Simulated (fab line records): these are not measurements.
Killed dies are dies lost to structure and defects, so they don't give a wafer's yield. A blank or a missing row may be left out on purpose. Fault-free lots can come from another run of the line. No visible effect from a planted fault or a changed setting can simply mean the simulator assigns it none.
Lot-split experiment -- flow n5 finfet -- on a route of 1938 steps: 7 lots, 21 wafers read

== ABOUT THE SPLIT ==
At N5_SD_EPI_P_ETCH_16 (etches SiO2 in CHF3/O2, target depth 5 nm), the setting target depth a was moved away from the recipe's 50 angstrom on 4 of the 21 wafers read, by -10.9% to +3.1%. For the rest of the wafers, this setting stayed at what the recipe calls for.

Reading taken at the split's own step.

== THE READING ==
etch.depth nm (the simulator's own value, which no gauge read), in nm, at N5_SD_EPI_P_ETCH_16 (etches SiO2 in CHF3/O2, target depth 5 nm). The file does not state a usual value for it. Here, 17 wafers ran the recipe; their average is 4.990 nm with a standard deviation of 0.076 nm.

wafer,"tool, chamber at the split","target depth a as run, angstrom",against the recipe,"etch.depth nm, nm",against lot-mates on the recipe
L077.1,"rie diel-03, 3",50,recipe,4.892,-
L077.2,"rie diel-03, 2",50,recipe,4.911,-
L077.5,"rie diel-03, 3",50,recipe,4.897,-
L079.4,"rie diel-06, 1",50,recipe,5.027,-
L079.5,"rie diel-06, 3",45.04,-9.9%,4.424,-0.630
L079.6,"rie diel-06, 2",50,recipe,5.081,-
L082.1,"rie diel-06, 3",50,recipe,4.929,-
L082.4,"rie diel-06, 2",50,recipe,5.066,-
L082.5,"rie diel-06, 3",50,recipe,4.917,-
L086.1,"rie diel-05, 2",44.57,-10.9%,4.555,-0.421
L086.3,"rie diel-05, 0",50,recipe,4.976,-
L086.5,"rie diel-05, 1",44.57,-10.9%,4.426,-0.550
L087.2,"rie diel-06, 0",50,recipe,4.956,-
L087.3,"rie diel-06, 2",50,recipe,5.059,-
L087.5,"rie diel-06, 1",50,recipe,5.031,-
L093.1,"rie diel-05, 2",50,recipe,5.104,-
L093.5,"rie diel-05, 1",50,recipe,4.972,-
L093.6,"rie diel-05, 2",50,recipe,5.133,-
L097.1,"rie diel-06, 0",50,recipe,4.911,-
L097.4,"rie diel-06, 1",50,recipe,4.97,-
L097.6,"rie diel-06, 3",51.56,+3.1%,5.027,+0.087

FIT RESULTS
A straight line over all 21 wafers: etch.depth nm changes by +0.0475 nm for each +1% of target depth a; r = +0.92; the points scatter about the line by 0.081 nm.
The same after taking each lot's own level away (the mean of its wafers on the recipe; 21 wafers): +0.0492 nm for each +1%; r = +0.95; scatter 0.063 nm.
The reading moves by 0.53 nm for the largest change in target depth a, on that fit.
The lots' own levels span 4.9000 to 5.0697 nm, that is 2.2 times the standard deviation above.
The two slopes agree, so the slope changes little with the lot-to-lot level.
Check: with one of the wafers moved furthest among these (-10.9%) left out of the fit, the line predicts -0.601 nm for it against its lot-mates. It came out at -0.421 nm against them.

== ADDITIONAL SPLITS CARRIED BY THESE WAFERS ==
Note: prior to the reading, these wafers also went through further splits. Each is held against what the fit with the lots' levels taken away leaves over:
other split on the same wafers,wafers away from the commonest value,r with etch.depth nm (lot level and that fit taken away)
N5_DUMMY_GATE_CVD_03 temp c,15,+0.17

== THE FILE'S OWN FIT ==
etch.depth nm changes by +0.0522 nm for each +1% of target depth a, r = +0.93.
